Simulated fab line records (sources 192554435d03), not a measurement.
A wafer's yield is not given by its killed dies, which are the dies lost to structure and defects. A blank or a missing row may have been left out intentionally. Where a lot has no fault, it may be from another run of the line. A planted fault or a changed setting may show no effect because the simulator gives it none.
Which tool did it? + flow n5_finfet + 36 wafers from 12 lots sampled at 2 of the route's 1938 steps

## WHAT THE GAUGES READ, wafer by wafer
N5_BEOL_M8_CD_MEAS_28 targets a cd of 40 nm.
| lot  | measured     | on        | cd_nm (nm)        |
|------|--------------|-----------|-------------------|
| L075 | day 10 08:13 | cd_sem-03 | 39.94 40.18 39.89 |
| L077 | day 10 19:20 | cd_sem-02 | 40.15 40.20 40.32 |
| L079 | day 11 12:36 | cd_sem-03 | 39.53 39.96 40.06 |
| L081 | day 11 22:42 | cd_sem-01 | 40.38 39.98 40.26 |
| L082 | day 12 05:53 | cd_sem-03 | 40.28 39.85 40.23 |
| L085 | day 12 17:02 | cd_sem-02 | 40.14 40.03 40.10 |
| L088 | day 13 15:01 | cd_sem-01 | 39.91 40.12 39.97 |
| L089 | day 14 02:26 | cd_sem-01 | 40.02 40.53 39.70 |
| L090 | day 14 05:36 | cd_sem-02 | 39.75 40.04 40.08 |
| L095 | day 15 09:46 | cd_sem-03 | 39.93 40.24 39.75 |
| L093 | day 15 10:04 | cd_sem-01 | 39.90 40.08 39.78 |
| L097 | day 16 13:47 | cd_sem-03 | 40.13 40.40 40.08 |

## TOOL THAT RAN EACH LOT (tool first, then ch and the chambers of the sampled wafers, then the start)
| lot  | N5_BEOL_M8_STRIP_67                |
|------|------------------------------------|
| L075 | rie_diel-03 ch 0,1, day 10 05:31   |
| L077 | rie_diel-06 ch 0,1,2, day 10 18:49 |
| L079 | rie_diel-05 ch 0,2, day 11 08:02   |
| L081 | rie_diel-03 ch 1,3, day 11 21:55   |
| L082 | rie_diel-05 ch 1,3, day 12 04:41   |
| L085 | rie_diel-05 ch 1,2,3, day 12 16:04 |
| L088 | rie_diel-05 ch 0,2,3, day 13 13:38 |
| L089 | rie_diel-03 ch 0,3, day 14 01:14   |
| L090 | rie_diel-03 ch 1,3, day 14 04:43   |
| L095 | rie_diel-03 ch 0,1,2, day 15 07:00 |
| L093 | rie_diel-06 ch 1,2,3, day 15 07:26 |
| L097 | rie_diel-06 ch 1,2, day 16 13:15   |
- N5_BEOL_M8_STRIP_67: strips in CF4.

## THE ANSWER, worked out from the rows above alone
Rule: the lots themselves supply what counts as usual. The widest of any qualifying gaps counts: lots, ordered by their means at a reading, are off when they make up no more than a third of the lots, leave a main group of 4 or more, and stand apart from it by 3 or more times the standard deviation of that group's means. A main group whose means are all the same, to the digits that the tables above print for the reading, isn't used. A lot without any number at a reading at which 4 lots or more have one is off too. The other lots that the step has rows for count as sound.
None of the lots is off at any reading shown; this tells nothing.

## WHAT HAD BEEN PUT IN BY THE SIMULATOR
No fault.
